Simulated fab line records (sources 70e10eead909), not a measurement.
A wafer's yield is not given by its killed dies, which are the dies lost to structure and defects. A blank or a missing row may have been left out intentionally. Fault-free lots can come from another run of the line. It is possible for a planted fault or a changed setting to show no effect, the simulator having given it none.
Comparing a struck lot with a sound one -- flow nand-harc -- 14 steps out of a route of 1302
Sound: these wafers, L705.3, L705.4, L705.5. Struck: wafer L692.3. (L692.6 of the same lot was not struck and is left out.) The cause comes at the end.
At each step with rows: each side's tool, then ch and its chambers, then its first start. Under that, the readings that differ: sound wafers -- struck wafers -- difference of the means -- sigmas: that difference in standard deviations of wafers without a fault.
alike: a reading whose means differ by less than 2 such deviations, as well as words and numbers matching on both sides. not compared: withheld readings; readings where some wafer has no value; bounds like >300 that might hide an equal value; numbers whose values overlap and for which the record gives no deviation.
Wherever a step has rows on one side only, a row that says differs or no value, or a row with sigmas, the two part there. Non-overlapping numbers with no deviation appear without sigmas and do not part them. A reading missing from all wafers of one side parts the sides only when that side holds two or more wafers.

first, 6 steps without rows for these wafers: NHARC_A_DECK1_JOINT_CVD_34 (deposits SiNx, target thk 20 nm); NHARC_A_DECK1_JOINT_DEP_06 (deposits SiOx, target thk 80 nm); NHARC_A_DECK1_JOINT_CURE_26 (time 32 s); NHARC_A_DECK1_JOINT_ANNEAL_27 (time 3600 s); NHARC_A_DECK1_JOINT_ANNEAL_28 (time 1800 s); NHARC_A_DECK1_JOINT_ANNEAL_29 (time 1800 s).
NHARC_A_DECK1_JOINT_CMP_02: polishes SiOx.
  sound on cmp-02 ch 0,1,3, day 20 10:38; struck on cmp-01 ch 0, day 14 20:17
  alike: motor-current-A, retaining-ring-pressure-frac
then, 1 step without rows for these wafers: NHARC_A_DECK1_JOINT_SRD_15.
NHARC_A_DECK1_JOINT_DEP_16: deposits SiO2, target thk 45 nm.
  sound on pecvd-01 ch 0,1,2, day 20 11:00; struck on pecvd-01 ch 0, day 14 20:35
reading,sound,struck,difference,sigmas
rf-fwd-power-W (W),893.7 897.3 897.9,889.2,-7.1,-3
  alike: chamber-pressure-Torr, heater-power-w, throttle-valve-pct
NHARC_A_DECK1_JOINT_THK_MEAS_17: measures by ellipsometry.
  sound: film-metro-02 at day 20 11:16; struck: film-metro-02 at day 14 20:53
  alike: thk-nm
NHARC_A_DECK1_JOINT_INSPECT_05:
  sound: defect-inspect-01 at day 20 11:17; struck: defect-inspect-02 at day 14 20:55
  alike: raw-defect-count
NHARC_A_ONON_D2_DEP_00: target thk 1000 nm.
  sound on pecvd-onon-02 ch 0, day 20 11:28; struck on pecvd-onon-02 ch 0, day 14 21:05
NHARC_A_ONON_D2_THK_MEAS_02: measures by ellipsometry.
  sound: film-metro-01 at day 20 11:52; struck: film-metro-02 at day 14 21:29
reading,sound,struck,difference,sigmas
thk-nm (nm),1011 1009 1010,580,-430,-36
after that, 1 step with no rows for these wafers: NHARC_A_ONON_D2_DEP_03 (target thk 1000 nm).

## WHERE THEY PART
At NHARC_A_DECK1_JOINT_DEP_16 first; at NHARC_A_ONON_D2_THK_MEAS_02 last (within this record only).

WHY: the cause the simulator had injected
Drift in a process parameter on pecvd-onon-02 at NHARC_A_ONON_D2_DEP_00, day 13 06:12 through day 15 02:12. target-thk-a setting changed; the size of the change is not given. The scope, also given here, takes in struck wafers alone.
